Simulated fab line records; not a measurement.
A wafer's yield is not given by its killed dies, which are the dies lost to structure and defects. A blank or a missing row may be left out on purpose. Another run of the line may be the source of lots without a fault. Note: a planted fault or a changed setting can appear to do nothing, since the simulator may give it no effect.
fab line records	flow n5-finfet
record: lots: 6	wafers: 18	last-day: 17
route steps=1938 shown BEOL_M7@1277 PASSIVATION@1936
lots that met no fault: from a run of the same line without faults
start-h: start of the lot's first displayed wafer, in hours after the record's first day	wait-h: time in hours since the lot's previous step	" as in the row above	L1.1+2: several wafers, shown together as one row	- value missing, or start not given	* or withheld: withheld	< > ~ a bound
route shown NAME@n: NAME is a module with steps in the file, n the number in the route of the first one	usual: mean and standard deviation over wafers with no fault	same: alike in all rows	chamber/n: place in a boat	sites: each site's reading	_std_site: standard deviation across them	_edge_site: outer sites' mean less inner sites'	radius-mm: for every site, how far away it sits from the centre of the wafer	mask NAME#n: copy n	behind: the last tool/chamber to shape the wafer	hold: the reason the lot was held/the length of the hold in hours/how it ended	device: names the non-switching transistor (n, p or np)	end of line: at the end of the route, the tests of the same wafers	for a step that has no rows: nothing shown but its recipe	killed: count of dies lost to structure and defects at first sort (not the wafer's yield)	map: shows each die of a wafer: x if killed, . if not, _ if none is there
set.NAME: the setting the step ran with; set.NAME@STEP: the setting that earlier step ran with	model.NAME: the simulator's own value behind a step, which no gauge read
lots seen at some steps along the route; tables by step, rows by wafer
services: from which hour (start-h, from the record's first day; less than 0 if before it) a tool's chamber was out of use, for how many hours, and why
== steps ==
step: N5_BEOL_M7_OVL_MEAS_12
recipe: points-per-wafer: 44
usual: M7_OVL: -0.2/0.84
lot.wafer	tool	chamber	start-h	wait-h	M7_OVL[nm]
L175.4	overlay-02	0	211.55	0.0	-0.4
L175.5	"	0	"	"	0.4
L175.6	"	0	"	"	-0.8
L178.1	overlay-01	0	253.32	0.0	0.0
L178.3	"	0	"	"	-0.1
L178.6	"	0	"	"	-0.7
L185.1	overlay-02	0	277.26	0.0	0.6
L185.2	"	0	"	"	-0.6
L185.6	"	0	"	"	-1.2
L186.2	overlay-02	0	280.58	0.0	-0.1
L186.5	"	0	"	"	0.0
L186.6	"	0	"	"	0.8
L188.3	overlay-01	0	309.24	0.0	-1.0
L188.4	"	0	"	"	0.9
L188.6	"	0	"	"	0.7
L193.3	overlay-01	0	326.09	0.0	0.6
L193.4	"	0	"	"	0.0
L193.5	"	0	"	"	0.1
step: N5_BEOL_M7_INSPECT_13
recipe: mode: adi	inspect-instrument: brightfield
usual: raw-defect-count: 421/72
lot.wafer	tool	chamber	start-h	wait-h	raw-defect-count
L175.4	defect-inspect-01	-	211.58	0.0	322
L175.5	"	-	"	"	356
L175.6	"	-	"	"	429
L178.1	defect-inspect-01	-	253.34	0.0	469
L178.3	"	-	"	"	477
L178.6	"	-	"	"	519
L185.1	defect-inspect-01	-	277.29	0.0	443
L185.2	"	-	"	"	440
L185.6	"	-	"	"	446
L186.2	defect-inspect-01	-	280.60	0.0	442
L186.5	"	-	"	"	359
L186.6	"	-	"	"	354
L188.3	defect-inspect-01	-	309.27	0.0	458
L188.4	"	-	"	"	359
L188.6	"	-	"	"	238
L193.3	defect-inspect-01	-	326.11	0.0	331
L193.4	"	-	"	"	390
L193.5	"	-	"	"	269
step: N5_BEOL_M7_DESCUM_16
recipe: chemistry: O2	time-s: 7.9	source-power-w: 50	bias-power-w: 20	pressure-mtorr: 20	rf-frequency-hz: 2.712e+07	temp-c: 40	resist: CAR-ArF	o2-flow-sccm: 225
usual: drypump-motor-current-A: 5.7/0.44	o2-flow-sccm: 225.0/0.64	oes-product-au: 0.81/0.088	rf-vpp-V: 243.8/1.5	showerhead-plenum-p-Torr: 2.12/0.073	throttle-valve-pct: 20.45/0.23
lot.wafer	tool	chamber	start-h	wait-h	drypump-motor-current-A	o2-flow-sccm	oes-product-au	rf-hours-counter-h	rf-vpp-V	showerhead-plenum-p-Torr	throttle-valve-pct
L175.4	rie-diel-05	2	211.63	0.1	5.4	226.6	0.73	190	242.1	2.07	20.76
L175.5	"	0	"	"	5.7	224.5	0.95	-	242.8	2.06	20.06
L175.6	"	1	"	"	5.9	225.2	0.74	-	245.0	2.17	20.62
L178.1	rie-diel-05	0	253.38	0.0	5.7	225.0	0.93	24	242.9	2.06	20.10
L178.3	"	3	"	"	5.7	224.9	0.93	16	245.5	2.23	20.34
L178.6	"	3	"	"	5.7	225.9	0.92	-	246.3	2.23	20.34
L185.1	rie-diel-06	3	277.54	0.3	6.6	224.7	0.81	106	241.2	2.03	20.49
L185.2	"	1	"	"	5.5	224.4	0.71	210	240.8	1.98	20.39
L185.6	"	2	"	"	6.5	224.9	0.74	-	241.9	2.08	20.56
L186.2	rie-diel-05	2	280.63	0.0	5.4	225.3	0.71	209	242.0	2.07	20.80
L186.5	"	3	"	"	5.7	225.1	0.91	-	246.3	2.23	20.33
L186.6	"	2	"	"	5.4	224.7	0.72	-	243.0	2.07	20.80
L188.3	rie-diel-02	0	309.30	0.0	5.1	225.8	0.86	57	245.1	2.20	20.60
L188.4	"	1	"	"	5.5	226.4	0.72	201	244.2	2.17	20.60
L188.6	"	2	"	"	5.1	225.3	0.78	-	241.2	2.02	20.37
L193.3	rie-diel-05	1	326.34	0.2	5.8	224.5	0.71	225	243.2	2.16	20.67
L193.4	"	0	"	"	5.6	224.9	0.89	46	241.7	2.05	20.13
L193.5	"	2	"	"	5.4	224.7	0.71	-	242.0	2.06	20.80
step: N5_BEOL_M7_ETCH_61
recipe: chemistry: CF4	target: SiARC	target-depth-a: 455	mask-material: CAR-ArF	time-s: 75.8	ion-energy-ev: 80	pressure-mtorr: 40	source-w: 545	bias-w: 36	Ar_flow_sccm: 100	cf4-flow-sccm: 100	ends: cleared
step: N5_BEOL_M7_ETCH_62
recipe: chemistry: N2/H2	target: SOC	target-depth-a: 1100	overetch-a: 220	mask-material: SiARC	temp-c: 40	time-s: 165	ion-energy-ev: 200	pressure-mtorr: 30	source-w: 840	bias-w: 150	n2-flow-sccm: 200	h2-flow-sccm: 200
step: N5_BEOL_M7_STRIP_68
recipe: chemistry: N2/H2	temp-c: 40	n2-flow-sccm: 200	h2-flow-sccm: 200	rf-frequency-hz: 6e+07
step: N5_BEOL_M7_STRIP_67
recipe: chemistry: CF4	resist: SiARC	power-w: 300	bias-power-w: 75	pressure-mtorr: 50	cf4-flow-sccm: 150	rf-frequency-hz: 6e+07
usual: drypump-motor-current-A: 5.7/0.44	oes-product-au: 0.81/0.082	rf-vpp-V: 271.6/1.5	showerhead-plenum-p-Torr: 1.82/0.061	throttle-valve-pct: 13.58/0.28
lot.wafer	tool	chamber	start-h	wait-h	drypump-motor-current-A	oes-product-au	rf-hours-counter-h	rf-vpp-V	showerhead-plenum-p-Torr	throttle-valve-pct
L175.4	rie-diel-05	2	211.87	0.0	5.4	0.73	191	270.1	1.78	13.92
L175.5	"	0	"	"	5.6	0.93	-	271.0	1.76	13.11
L175.6	"	1	"	"	5.8	0.74	-	273.3	1.86	13.77
L178.1	rie-diel-05	0	253.62	0.0	5.6	0.91	24	270.4	1.76	13.16
L178.3	"	3	"	"	5.7	0.92	16	274.4	1.91	13.40
L178.6	"	3	"	"	5.7	0.93	-	273.7	1.91	13.43
L185.1	rie-diel-06	3	277.78	0.0	6.5	0.80	106	269.5	1.74	13.61
L185.2	"	1	"	"	5.5	0.72	210	269.0	1.71	13.65
L185.6	"	2	"	"	6.5	0.75	-	270.8	1.79	13.77
L186.2	rie-diel-05	2	280.87	0.0	5.4	0.73	209	269.7	1.77	13.98
L186.5	"	3	"	"	5.7	0.89	-	273.2	1.91	13.42
L186.6	"	2	"	"	5.4	0.71	-	269.6	1.77	13.97
L188.3	rie-diel-02	0	309.54	0.0	5.1	0.85	58	273.1	1.90	13.77
L188.4	"	1	"	"	5.5	0.73	201	273.5	1.85	13.76
L188.6	"	2	"	"	5.1	0.79	-	270.6	1.73	13.51
L193.3	rie-diel-05	1	326.58	0.0	5.8	0.72	225	271.4	1.84	13.83
L193.4	"	0	"	"	5.6	0.87	46	270.6	1.75	13.20
L193.5	"	2	"	"	5.4	0.70	-	270.6	1.77	14.02
step: N5_BEOL_M7_HM_OPEN_17
recipe: chemistry: Cl2/BCl3	target-depth-a: 200	overetch-a: 60	target: TiN	mask-material: SOC	ion-energy-ev: 150	pressure-mtorr: 10	icp-w: 1000	bias-w: 126	Cl2_flow_sccm: 53.25	bcl3-flow-sccm: 21.75	Ar_flow_sccm: 25
usual: drypump-motor-current-A: 6.0/0.39	oes_ar_750_au: 0.79/0.091	oes-product-au: 0.68/0.075	throttle-valve-pct: 22.03/0.13
lot.wafer	tool	chamber	start-h	wait-h	drypump-motor-current-A	oes_ar_750_au	oes-product-au	rf-hours-counter-h	throttle-valve-pct
L175.4	rie-metal-02	1	211.95	0.1	6.2	0.86	0.73	-	21.99
L175.5	"	0	"	"	5.8	0.68	0.60	-	22.24
L175.6	"	1	"	"	6.3	0.85	0.72	-	21.98
L178.1	rie-metal-02	1	253.66	0.0	6.3	0.84	0.72	25	21.99
L178.3	"	0	"	"	5.7	0.67	0.59	-	22.25
L178.6	"	0	"	"	5.7	0.67	0.59	-	22.24
L185.1	rie-metal-03	1	277.82	0.0	6.0	0.87	0.73	12	21.95
L185.2	"	0	"	"	6.5	0.81	0.68	28	22.03
L185.6	"	1	"	"	6.0	0.87	0.74	-	21.94
L186.2	rie-metal-02	0	280.91	0.0	5.7	0.67	0.58	89	22.27
L186.5	"	1	"	"	6.3	0.83	0.71	-	22.02
L186.6	"	0	"	"	5.7	0.66	0.58	-	22.26
L188.3	rie-metal-01	1	309.61	0.1	5.3	0.92	0.79	-	21.73
L188.4	"	0	"	"	5.5	0.68	0.57	-	22.23
L188.6	"	0	"	"	5.4	0.68	0.57	-	22.22
L193.3	rie-metal-03	1	326.65	0.1	6.0	0.86	0.73	-	21.94
L193.4	"	0	"	"	6.5	0.79	0.67	-	22.02
L193.5	"	0	"	"	6.5	0.79	0.68	-	22.01
step: N5_BEOL_M7_STRIP_19
recipe: chemistry: O2	power-w: 400	temp-c: 40	pressure-mtorr: 30	rf-frequency-hz: 6e+07	bias-power-w: 0	overash-fraction: 0.2	o2-flow-sccm: 225
usual: drypump-motor-current-A: 5.7/0.5	o2-flow-sccm: 224.9/0.72	oes-product-au: 0.81/0.082	rf-vpp-V: 3.5/0.56	showerhead-plenum-p-Torr: 2.13/0.073	throttle-valve-pct: 16.68/0.22
lot.wafer	tool	chamber	start-h	wait-h	drypump-motor-current-A	o2-flow-sccm	oes-product-au	rf-hours-counter-h	rf-vpp-V	showerhead-plenum-p-Torr	throttle-valve-pct
L175.4	rie-diel-02	1	212.05	0.1	5.5	224.4	0.73	-	3.0	2.18	16.79
L175.5	"	0	"	"	5.1	225.2	0.91	-	3.9	2.22	16.78
L175.6	"	3	"	"	6.5	224.6	0.91	-	4.2	2.15	16.41
L178.1	rie-diel-05	1	253.77	0.1	5.8	225.6	0.72	202	4.1	2.17	16.89
L178.3	"	3	"	"	5.8	225.4	0.92	16	3.2	2.24	16.52
L178.6	"	3	"	"	5.8	225.0	0.91	-	3.4	2.24	16.52
L185.1	rie-diel-02	0	277.93	0.1	5.1	225.5	0.87	48	2.9	2.21	16.81
L185.2	"	2	"	"	5.1	225.7	0.78	106	4.0	2.03	16.61
L185.6	"	3	"	"	6.6	225.1	0.88	-	4.0	2.15	16.45
L186.2	rie-diel-02	3	281.02	0.1	6.6	222.9	0.88	42	3.2	2.15	16.43
L186.5	"	2	"	"	5.1	224.9	0.78	-	3.8	2.03	16.61
L186.6	"	1	"	"	5.6	224.3	0.72	-	2.8	2.17	16.83
L188.3	rie-diel-02	3	310.11	0.5	6.5	224.2	0.86	51	4.5	2.14	16.46
L188.4	"	2	"	"	5.1	225.6	0.78	114	3.6	2.02	16.61
L188.6	"	1	"	"	5.5	225.8	0.72	-	4.1	2.17	16.84
L193.3	rie-diel-02	3	326.82	0.1	6.5	224.8	0.85	58	2.7	2.14	16.46
L193.4	"	2	"	"	5.1	225.1	0.78	123	2.0	2.02	16.62
L193.5	"	1	"	"	5.6	225.2	0.71	-	2.8	2.17	16.85
step: N5_BEOL_M7_CD_MEAS_18
recipe: pitch-nm: 80	target-cd-nm: 40
usual: cd-nm: 40.0/0.54
lot.wafer	tool	chamber	start-h	wait-h	cd-nm
L175.4	cd-sem-01	-	212.10	0.0	39.9
L175.5	"	-	"	"	40.2
L175.6	"	-	"	"	39.9
L178.1	cd-sem-02	-	253.84	0.0	39.8
L178.3	"	-	"	"	39.5
L178.6	"	-	"	"	40.0
L185.1	cd-sem-03	-	278.00	0.0	40.3
L185.2	"	-	"	"	40.0
L185.6	"	-	"	"	40.2
L186.2	cd-sem-02	-	281.09	0.1	41.3
L186.5	"	-	"	"	40.8
L186.6	"	-	"	"	40.7
L188.3	cd-sem-03	-	310.18	0.1	40.3
L188.4	"	-	"	"	39.4
L188.6	"	-	"	"	39.1
L193.3	cd-sem-02	-	326.89	0.1	39.5
L193.4	"	-	"	"	39.9
L193.5	"	-	"	"	40.7
step: N5_BEOL_M7_COAT_63
recipe: resist: SOC	temp-c: 250	time-s: 60	spin-rpm: 1500	resist-thk-nm: 60
step: N5_BEOL_M7_COAT_64
recipe: resist: SiARC	temp-c: 220	time-s: 60	spin-rpm: 1500	resist-thk-nm: 12
step: N5_BEOL_M7_COAT_71
recipe: resist: underlayer	temp-c: 205	time-s: 60	spin-rpm: 1500	resist-thk-nm: 5
usual: plate-temp-C: 204.96/0.16	spin-speed-rpm: 1500.0/1.1
lot.wafer	tool	chamber	start-h	wait-h	plate-temp-C	spin-speed-rpm
L175.4	litho-track-03	0	213.14	-	204.78	1499.8
L175.5	"	0	"	"	204.79	1501.2
L175.6	"	0	"	"	205.01	1501.6
L178.1	litho-track-02	0	253.96	-	205.01	1498.8
L178.3	"	0	"	"	205.03	1500.1
L178.6	"	0	"	"	205.13	1499.9
L185.1	litho-track-02	0	279.29	-	204.95	1410.5
L185.2	"	0	"	"	205.02	1410.0
L185.6	"	0	"	"	204.92	1411.4
L186.2	litho-track-03	0	281.20	-	205.02	1498.5
L186.5	"	0	"	"	205.37	1499.1
L186.6	"	0	"	"	205.19	1502.4
L188.3	litho-track-02	0	310.31	-	205.18	1410.3
L188.4	"	0	"	"	205.23	1412.8
L188.6	"	0	"	"	205.06	1411.4
L193.3	litho-track-04	0	326.93	-	205.07	1500.5
L193.4	"	0	"	"	204.98	1499.5
L193.5	"	0	"	"	204.95	1499.8
step: N5_BEOL_M7_COAT_22
recipe: resist: CAR-EUV	spin-rpm: 1500	resist-thk-nm: 30
step: N5_BEOL_M7_EBR_24
recipe: solvent: PGMEA	ebr-width-mm: 1.5
step: N5_BEOL_M7_SOFTBAKE_23
recipe: temp-c: 110	time-s: 60	resist: CAR-EUV
step: N5_BEOL_M7_EXPOSE_25
recipe: mask-id: V6	na: 0.33	source-shape: annular	sigma-inner: 0.4	sigma-outer: 0.8	polarization: unpolarized	target-cd-nm: 40	dose-mj: 42.5
step: N5_BEOL_M7_PEB_26
recipe: peb-temp-c: 100	peb-time-s: 60	resist: CAR-EUV
step: N5_BEOL_M7_DEVELOP_27
recipe: develop-time-s: 30	developer: TMAH	resist: CAR-EUV	rinse-liquid: surfactant-rinse	dry: air-spin	dev-temp-c: 23
step: N5_BEOL_M7_CD_MEAS_28
recipe: target-cd-nm: 40	landing-energy-ev: 500	detector: se-inlens
usual: cd-nm: 39.97/0.27
same: landing-energy-ev: 500
lot.wafer	tool	chamber	start-h	wait-h	cd-nm
L175.4	cd-sem-01	0	213.41	-	40.24
L175.5	"	0	"	"	39.57
L175.6	"	0	"	"	39.65
L178.1	cd-sem-03	0	254.23	-	39.58
L178.3	"	0	"	"	39.82
L178.6	"	0	"	"	40.20
L185.1	cd-sem-03	0	279.57	-	40.14
L185.2	"	0	"	"	40.02
L185.6	"	0	"	"	40.17
L186.2	cd-sem-01	0	281.46	-	39.67
L186.5	"	0	"	"	39.80
L186.6	"	0	"	"	39.98
L188.3	cd-sem-02	0	310.58	-	40.44
L188.4	"	0	"	"	40.32
L188.6	"	0	"	"	39.90
L193.3	cd-sem-02	0	327.32	-	40.07
L193.4	"	0	"	"	39.87
L193.5	"	0	"	"	39.78
step: N5_BEOL_M7_OVL_MEAS_29
recipe: points-per-wafer: 522
usual: V6_OVL: 0.2/0.75
lot.wafer	tool	chamber	start-h	wait-h	V6_OVL[nm]
L175.4	overlay-02	0	213.45	0.0	1.6
L175.5	"	0	"	"	0.6
L175.6	"	0	"	"	1.1
L178.1	overlay-02	0	254.26	0.0	-0.3
L178.3	"	0	"	"	0.2
L178.6	"	0	"	"	0.4
L185.1	overlay-02	0	279.60	0.0	0.7
L185.2	"	0	"	"	-0.2
L185.6	"	0	"	"	0.9
L186.2	overlay-02	0	281.50	0.0	0.1
L186.5	"	0	"	"	0.8
L186.6	"	0	"	"	0.4
L188.3	overlay-01	0	310.62	0.0	0.7
L188.4	"	0	"	"	1.0
L188.6	"	0	"	"	1.5
L193.3	overlay-01	0	327.36	0.0	0.3
L193.4	"	0	"	"	-0.3
L193.5	"	0	"	"	-0.7
step: N5_BEOL_M7_INSPECT_30
recipe: mode: adi	inspect-instrument: brightfield
usual: raw-defect-count: 424/70
lot.wafer	tool	chamber	start-h	wait-h	raw-defect-count
L175.4	defect-inspect-02	-	213.49	0.0	312
L175.5	"	-	"	"	330
L175.6	"	-	"	"	418
L178.1	defect-inspect-01	-	254.32	0.1	486
L178.3	"	-	"	"	457
L178.6	"	-	"	"	531
L185.1	defect-inspect-01	-	279.66	0.1	452
L185.2	"	-	"	"	450
L185.6	"	-	"	"	439
L186.2	defect-inspect-01	-	281.68	0.2	439
L186.5	"	-	"	"	381
L186.6	"	-	"	"	370
L188.3	defect-inspect-01	-	310.66	0.0	436
L188.4	"	-	"	"	377
L188.6	"	-	"	"	241
L193.3	defect-inspect-01	-	327.41	0.0	325
L193.4	"	-	"	"	381
L193.5	"	-	"	"	284
step: N5_BEOL_M7_DESCUM_33
recipe: chemistry: O2	time-s: 7	source-power-w: 50	bias-power-w: 20	pressure-mtorr: 20	rf-frequency-hz: 2.712e+07	temp-c: 40	resist: CAR-EUV	o2-flow-sccm: 225
step: N5_BEOL_M7_ETCH_72
recipe: chemistry: N2/H2	target: underlayer	target-depth-a: 65	mask-material: CAR-EUV	time-s: 5.2	ion-energy-ev: 200	pressure-mtorr: 30	source-w: 840	bias-w: 150	n2-flow-sccm: 200	h2-flow-sccm: 200	ends: cleared
usual: drypump-motor-current-A: 5.8/0.54	etch-rf-on-time-s: 5.20/0.094	oes-product-au: 0.68/0.068	rf-vpp-V: 524.6/2.9	showerhead-plenum-p-Torr: 2.57/0.09	throttle-valve-pct: 17.89/0.25
lot.wafer	tool	chamber	start-h	wait-h	drypump-motor-current-A	etch-rf-on-time-s	oes-product-au	rf-hours-counter-h	rf-vpp-V	showerhead-plenum-p-Torr	throttle-valve-pct	model.etch.depth-nm
L175.4	rie-diel-05	1	213.56	0.0	5.8	5.21	0.64	191	526.6	2.64	18.17	4.992
L175.5	"	0	"	"	5.6	5.06	0.82	-	524.4	2.50	17.51	5.008
L175.6	"	3	"	"	5.8	5.13	0.83	-	528.7	2.71	17.76	4.993
L178.1	rie-diel-06	2	254.38	0.0	6.5	5.30	0.64	172	522.6	2.53	17.87	5.013
L178.3	"	1	"	"	5.5	5.36	0.61	202	521.1	2.42	17.94	5.017
L178.6	"	0	"	"	5.8	5.19	0.70	-	524.7	2.59	17.63	5.005
L185.1	rie-diel-02	0	279.72	0.0	5.1	5.35	0.74	49	528.0	2.70	18.09	5.16
L185.2	"	1	"	"	5.6	5.53	0.61	193	527.3	2.64	18.13	5.161
L185.6	"	0	"	"	5.1	5.23	0.74	-	529.4	2.70	18.09	5.149
L186.2	rie-diel-02	2	281.75	0.0	5.1	5.33	0.66	106	521.0	2.46	17.72	4.998
L186.5	"	0	"	"	5.1	5.22	0.73	-	530.0	2.70	18.10	4.993
L186.6	"	1	"	"	5.5	5.34	0.61	-	525.1	2.64	18.15	4.995
L188.3	rie-diel-05	3	311.28	0.0	5.8	5.35	0.76	28	528.9	2.70	17.83	5.162
L188.4	"	1	"	"	5.8	5.48	0.61	218	527.1	2.62	18.21	5.174
L188.6	"	1	"	"	5.8	5.43	0.61	-	527.3	2.62	18.21	5.181
L193.3	rie-diel-06	2	327.48	0.0	6.6	5.23	0.63	189	521.6	2.52	17.90	4.959
L193.4	"	3	"	"	6.6	5.16	0.67	118	520.8	2.46	17.90	4.975
L193.5	"	1	"	"	5.5	5.27	0.60	-	523.4	2.41	18.00	4.968
step: N5_BEOL_M7_ETCH_65
recipe: chemistry: CF4	target: SiARC	target-depth-a: 156	mask-material: CAR-EUV	time-s: 26	ion-energy-ev: 80	pressure-mtorr: 40	source-w: 545	bias-w: 36	Ar_flow_sccm: 100	cf4-flow-sccm: 100	ends: cleared
usual: drypump-motor-current-A: 5.8/0.54	etch-rf-on-time-s: 25.9/0.46	oes-product-au: 0.68/0.067	rf-vpp-V: 184.2/1.3	showerhead-plenum-p-Torr: 2.16/0.072	throttle-valve-pct: 15.62/0.23
lot.wafer	tool	chamber	start-h	wait-h	drypump-motor-current-A	etch-rf-on-time-s	oes-product-au	rf-hours-counter-h	rf-vpp-V	showerhead-plenum-p-Torr	throttle-valve-pct
L175.4	rie-diel-05	1	213.58	0.0	5.8	26.1	0.63	191	185.7	2.22	15.79
L175.5	"	0	"	"	5.6	25.8	0.80	-	183.5	2.10	15.16
L175.6	"	3	"	"	5.7	25.8	0.81	-	185.4	2.28	15.44
L178.1	rie-diel-06	2	254.40	0.0	6.5	26.3	0.64	172	185.8	2.14	15.77
L178.3	"	1	"	"	5.5	26.8	0.61	202	180.8	2.05	15.64
L178.6	"	0	"	"	5.7	25.9	0.71	-	183.5	2.17	15.30
L185.1	rie-diel-02	0	279.74	0.0	5.1	25.6	0.74	49	185.9	2.27	15.81
L185.2	"	1	"	"	5.5	26.4	0.62	193	184.5	2.21	15.73
L185.6	"	0	"	"	5.1	25.5	0.74	-	183.8	2.27	15.81
L186.2	rie-diel-02	2	281.76	0.0	5.1	26.4	0.67	106	183.1	2.07	15.50
L186.5	"	0	"	"	5.1	25.6	0.73	-	186.0	2.27	15.82
L186.6	"	1	"	"	5.6	26.5	0.61	-	186.2	2.21	15.74
L188.3	rie-diel-05	3	311.30	0.0	5.7	25.9	0.75	28	184.4	2.28	15.50
L188.4	"	1	"	"	5.8	26.1	0.61	218	184.9	2.21	15.86
L188.6	"	1	"	"	5.8	26.2	0.62	-	185.3	2.21	15.86
L193.3	rie-diel-06	2	327.49	0.0	6.5	26.8	0.63	189	184.3	2.13	15.81
L193.4	"	3	"	"	6.5	26.2	0.68	118	181.9	2.07	15.65
L193.5	"	1	"	"	5.5	26.8	0.60	-	182.4	2.04	15.70
step: N5_PASSIVATION_PROBE_49
usual: defect-limited-yield: 91.2/1.5	killed_at_M0_to_M3: 35/11	killed_at_M4_up: 13/5.6	killed-at-contacts: 13/6.3	killed-at-front-end: 38/12	killed-at-other: 3.7/2.9	killed-dies: 104/18	killed-open: 69/13	killed-short: 34/8.3	sort_bin_5_function: 5.2/0.95	sort_bin_6_memory: 3.3/0.68	sort-n-pass: 1076/18	sort-yield-pct: 91.2/1.5
same: gross-dies: 1180	killed-at-back-side: 0	sort_bin_4_leakage[%]: 0	sort_bin_8_speed[%]: 0
lot.wafer	tool	chamber	start-h	wait-h	defect-limited-yield[%]	killed_at_M0_to_M3	killed_at_M4_up	killed-at-contacts	killed-at-front-end	killed-at-other	killed-dies	killed-open	killed-short	sort_bin_5_function[%]	sort_bin_6_memory[%]	sort-n-pass	sort-yield-pct[%]
L175.4	prober-01	-	283.71	0.2	91.5	27	27	10	34	2	100	76	20	5.1	3.1	1080	91.5
L175.5	prober-01	-	283.76	0.2	90.3	25	35	11	34	9	114	75	39	5.5	4.0	1066	90.3
L175.6	prober-01	-	283.81	0.3	90.8	37	16	7	41	7	108	71	37	5.6	3.2	1072	90.8
L193.3	prober-02	-	410.89	0.1	90.1	27	22	19	46	3	117	83	34	5.7	4.0	1063	90.1
L193.4	prober-02	-	410.94	0.2	87.9	51	11	14	59	8	143	91	47	6.9	4.7	1037	87.9
L193.5	prober-02	-	410.99	0.2	90.4	25	10	7	62	9	113	67	44	5.8	3.4	1067	90.4
killed by level:class
L175.4 STI_FIN_REVEAL:geometric-particle:open=21 BEOL_M4:geometric-particle:open=16 MOL_CONTACT_COAG:geometric-particle:open=7 BEOL_M3:geometric-particle:open=7 BEOL_M0_SAQP:geometric-particle:short=5 FIN_SAQP:geometric-particle:open=4 FIN_SAQP:geometric-particle:short=4 MOL_CONTACT_COAG:geometric-particle:short=3
L175.5 BEOL_M4:geometric-particle:open=15 MOL_CONTACT_COAG:geometric-particle:open=11 GATE_CUT:geometric-particle:short=10 STI_FIN_REVEAL:geometric-particle:open=8 BEOL_M3:geometric-particle:open=8 BEOL_M7:geometric-particle:open=7 BEOL_M0_SAQP:geometric-particle:open=5 BEOL_M4:geometric-particle:short=5
L175.6 STI_FIN_REVEAL:geometric-particle:open=14 BEOL_M2:geometric-particle:open=10 BEOL_M1:geometric-particle:open=10 GATE_CUT:geometric-particle:short=9 MOL_CONTACT_COAG:geometric-particle:open=7 BEOL_M4:geometric-particle:open=7 BEOL_M3:geometric-particle:open=6 BEOL_M4:geometric-particle:short=6
L193.3 MOL_CONTACT_COAG:geometric-particle:open=18 FIN_SAQP:geometric-particle:open=14 BEOL_M0_SAQP:geometric-particle:open=13 BEOL_M4:geometric-particle:open=10 FIN_SAQP:geometric-particle:short=9 BEOL_M0_SAQP:geometric-particle:short=6 BEOL_M5:geometric-particle:open=5 STARTING-WAFER:geometric-particle:open=4
L193.4 BEOL_M0_SAQP:geometric-particle:short=18 FIN_SAQP:geometric-particle:open=17 BEOL_M0_SAQP:geometric-particle:open=16 STI_FIN_REVEAL:geometric-particle:open=15 FIN_SAQP:geometric-particle:short=12 MOL_CONTACT_COAG:geometric-particle:open=11 BEOL_M1:geometric-particle:open=9 BEOL_M4:geometric-particle:open=6
L193.5 FIN_SAQP:geometric-particle:open=18 FIN_SAQP:geometric-particle:short=18 STI_FIN_REVEAL:geometric-particle:open=13 BEOL_M1:geometric-particle:open=10 MOL_CONTACT_COAG:geometric-particle:open=6 BEOL_M0_SAQP:geometric-particle:short=6 BEOL_M4:geometric-particle:open=6 GATE_CUT:geometric-particle:short=4
== services ==
tool	chamber	start-h	hours	kind
rie-metal-02	-	190.48	2.7	repair
rie-diel-05	-	197.43	0.5	repair
rie-metal-02	-	227.80	2.8	pm
rie-metal-01	1	232.65	-	clean
rie-metal-01	1	232.65	26.8	scheduled-down
rie-metal-01	1	232.65	26.8	vent-cycle
rie-metal-03	-	257.92	0.4	repair
rie-metal-01	1	273.02	12.5	repair
litho-track-04	-	277.02	-	consumable-replace:filter
rie-metal-02	1	287.03	22.4	repair
rie-diel-06	2	297.63	7.9	repair
rie-diel-05	3	298.23	8.0	repair
rie-diel-06	-	302.99	14.6	pm
rie-diel-02	0	316.48	3.8	repair
== key ==
first-sign: step: N5_BEOL_M7_COAT_71	reading: spin-speed-rpm	direction: down	sigmas: 81	usual: *	struck: *
effect none on later readings
model-effect: step: N5_BEOL_M7_ETCH_72	value: etch.depth-nm	without: 5.009	struck: 5.164
met-at N5_BEOL_M7_COAT_71
struck-wafers L185.1,L185.2,L185.6,L188.3,L188.4,L188.6
onset-between 253.96 279.29
fault: kind: process-parameter-drift	tool: litho-track-02	chamber: -	onset-h: 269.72	steps: N5_BEOL_M7_COAT_71	channel: spin-rpm	offset: *	shape: step	end-h: 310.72	acts-in: *	stated: *
